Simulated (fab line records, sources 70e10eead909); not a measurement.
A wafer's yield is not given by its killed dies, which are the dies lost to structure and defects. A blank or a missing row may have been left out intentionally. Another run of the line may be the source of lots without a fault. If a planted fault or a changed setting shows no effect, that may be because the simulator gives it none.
Which tool is to blame? ; flow nand harc ; 38 wafers from 14 lots sampled at 2 of the route's 1302 steps

== WHAT THE GAUGES SHOWED, per wafer ==
NHARC_A_SGD_CUT_OVL_MEAS_10. Usual: overlay x nm -0.1 nm, standard deviation 0.87; overlay y nm -0.1 nm, standard deviation 0.83.
lot;measured;on;overlay x nm (nm);overlay y nm (nm);flag
L749;day 19 10:33;overlay-02;0.6 1.1 0.8;-0.5 -0.4 -0.5;
L752;day 20 06:50;overlay-01;0.4 0.3 1.4;2.0 1.5 1.6;
L751;day 20 07:01;overlay-02;0.1 -0.1 -0.2;-0.4 -1.2 -1.1;
L753;day 20 08:05;overlay-02;-0.5 0.1 -0.4;0.8 0.1 0.1;
L754;day 20 16:53;overlay-02;-0.5 -0.8 -0.4;-0.2 -0.3 -0.2;
L757;day 23 03:37;overlay-01;0.4 0.2;-0.5 -0.4;
L760;day 24 00:38;overlay-02;-0.8;-0.7;
L759;day 24 02:53;overlay-02;0.0 0.4;0.5 0.4;
L761;day 24 06:06;overlay-01;0.7 0.1 1.1;-0.9 -0.5 -0.2;
L764;day 25 09:50;overlay-01;-1.6 -1.5 -2.0;-0.7 -0.2 0.2;
L763;day 25 09:41;overlay-02;0.1 0.0 -0.4;-0.7 -1.0 -1.0;
L765;day 26 10:04;overlay-02;-0.1 0.6 -0.1;-0.5 0.1 -0.4;
L766;day 26 10:30;overlay-01;-0.7 -0.5 -0.6;0.0 -0.8 -0.6;
L772;day 29 01:50;overlay-02;-0.2 0.2 -0.6;-0.6 -0.7 -1.2;

== TOOL THAT RAN EACH LOT (tool first, then ch and the chambers of the sampled wafers, then the start) ==
lot;NHARC_A_STAIRCASE_DESCUM_443
L749;rie diel-09 ch 1,3, day 19 02:46
L752;rie diel-01 ch 0,3, day 19 22:50
L751;rie diel-06 ch 1,2,3, day 19 23:01
L753;rie diel-09 ch 1,2, day 19 23:02
L754;rie diel-06 ch 1,2,3, day 20 08:58
L757;rie diel-09 ch 0,3, day 22 19:25
L760;rie diel-09 ch 2, day 23 16:14
L759;rie diel-09 ch 1,2, day 23 16:17
L761;rie diel-09 ch 0,1,2, day 23 22:01
L764;rie diel-09 ch 1,2,3, day 25 01:44
L763;rie diel-01 ch 0,1,2, day 25 01:44
L765;rie diel-09 ch 0,1,3, day 26 02:08
L766;rie diel-01 ch 0,1,2, day 26 02:20
L772;rie diel-09 ch 1,3, day 28 17:41
- NHARC_A_STAIRCASE_DESCUM_443: chemistry O2, time 3 s.

== WHAT THE TOOLS THEMSELVES READ (means of the sampled wafers that have a number; where no wafer has one, the mark that the record gives instead) ==
NHARC_A_STAIRCASE_DESCUM_443. Usual: drypump motor current A 5.7 A, standard deviation 0.39; oes product au 1.001 a.u., standard deviation 0.0082; rf vpp V 57.6 V, standard deviation 0.83; showerhead plenum p Torr 1.86 Torr, standard deviation 0.061; throttle valve pct 11.311 %, standard deviation 0.0093.
lot;tool;drypump motor current A (A);oes product au (a.u.);rf vpp V (V);showerhead plenum p Torr (Torr);throttle valve pct (%);flag
L749;rie diel-09;5.9;0.991;57.4;1.91;11.311;
L752;rie diel-01;5.5;0.997;57.4;1.85;11.309;
L751;rie diel-06;5.5;0.997;57.2;1.90;11.310;
L753;rie diel-09;5.9;0.987;56.9;1.88;11.310;
L754;rie diel-06;5.6;1.005;58.0;1.90;11.318;
L757;rie diel-09;5.8;1.000;57.2;1.88;11.303;
L760;rie diel-09;5.9;1.001;56.8;1.90;11.301;
L759;rie diel-09;6.0;1.000;57.6;1.85;11.307;
L761;rie diel-09;5.9;0.998;57.4;1.84;11.311;
L764;rie diel-09;5.9;1.002;57.0;1.88;11.319;
L763;rie diel-01;5.5;1.010;57.7;1.86;11.315;
L765;rie diel-09;5.9;0.992;57.1;1.85;11.317;
L766;rie diel-01;5.5;1.007;57.5;1.86;11.301;
L772;rie diel-09;6.1;1.005;57.7;1.84;11.308;

== THE ANSWER, worked out from the rows above alone ==
Rule: lot off if the mean of its wafers having a number is beyond 3 standard deviations from the usual mean. A lot without any number at a reading at which 4 lots or more have one is off too. All remaining lots with rows at the step are treated as sound. Order of review: gauges by route order, followed by the tools' own readings, for which a lot's mean as printed above is used. The first step at which some lot is off is used, and at that step the reading that is off furthest; a lot without a number counts as furthest.
Nothing can be told from this: no lot is off at any reading shown.

== WHAT THE SIMULATOR PUT IN ==
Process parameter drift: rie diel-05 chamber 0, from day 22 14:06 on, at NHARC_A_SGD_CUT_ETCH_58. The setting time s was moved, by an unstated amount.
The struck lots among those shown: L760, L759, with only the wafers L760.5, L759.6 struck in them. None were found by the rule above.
